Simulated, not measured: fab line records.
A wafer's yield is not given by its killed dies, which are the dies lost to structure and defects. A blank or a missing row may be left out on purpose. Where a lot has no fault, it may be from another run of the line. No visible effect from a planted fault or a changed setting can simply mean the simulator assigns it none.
Matching of chambers / flow n5 finfet / N5_BEOL_M12_TRENCH_ETCH_34 on rie diel-02 has 4 sister chambers
The step etches SiOC in C4F8/O2/Ar, target depth 318.95 nm, time 125.5 s. 4 wafers are shown with their chamber, then 11 later ones without.

EACH WAFER AND ITS CHAMBER
wafer=L078.5; chamber=2; showerhead plenum p Torr (Torr)=3.50
wafer=L092.2; chamber=3; showerhead plenum p Torr (Torr)=3.34
wafer=L092.5; chamber=1; showerhead plenum p Torr (Torr)=3.54
wafer=L093.1; chamber=0; showerhead plenum p Torr (Torr)=3.37

WAFERS WHOSE CHAMBER IS MISSING
wafer=L093.4; showerhead plenum p Torr (Torr)=3.37
wafer=L093.6; showerhead plenum p Torr (Torr)=3.54
wafer=L094.1; showerhead plenum p Torr (Torr)=3.33
wafer=L094.3; showerhead plenum p Torr (Torr)=3.37
wafer=L094.4; showerhead plenum p Torr (Torr)=3.37
wafer=L096.3; showerhead plenum p Torr (Torr)=3.54
wafer=L096.4; showerhead plenum p Torr (Torr)=3.37
wafer=L096.5; showerhead plenum p Torr (Torr)=3.54
wafer=L097.2; showerhead plenum p Torr (Torr)=3.53
wafer=L097.3; showerhead plenum p Torr (Torr)=3.33
wafer=L097.4; showerhead plenum p Torr (Torr)=3.33

WHICH CHAMBER EACH ONE RAN IN
wafer=L093.4; from the rows above=0; in truth=0
wafer=L093.6; from the rows above=1; in truth=1
wafer=L094.1; from the rows above=3; in truth=3
wafer=L094.3; from the rows above=0; in truth=0
wafer=L094.4; from the rows above=0; in truth=0
wafer=L096.3; from the rows above=1; in truth=1
wafer=L096.4; from the rows above=0; in truth=0
wafer=L096.5; from the rows above=1; in truth=1
wafer=L097.2; from the rows above=1; in truth=1
wafer=L097.3; from the rows above=3; in truth=3
wafer=L097.4; from the rows above=3; in truth=3
Correct placement for 11 of the 11. Not placeable from these rows: 0. Placed wrongly: 0.
How it was worked out, from the rows above alone: a wafer's distance from a chamber is the root of the sum, over the readings, of the square of ((its reading less the chamber's mean) divided by the reading's scatter). If the next closest chamber is less than 2 further off than the closest, the wafer can't be placed; otherwise it belongs to the closest. The mean given for a chamber averages the wafers shown for that chamber. The scatter (one wafer shown for each chamber): square how far every hidden wafer sits from the nearest shown wafer, average those squares and take the square root.
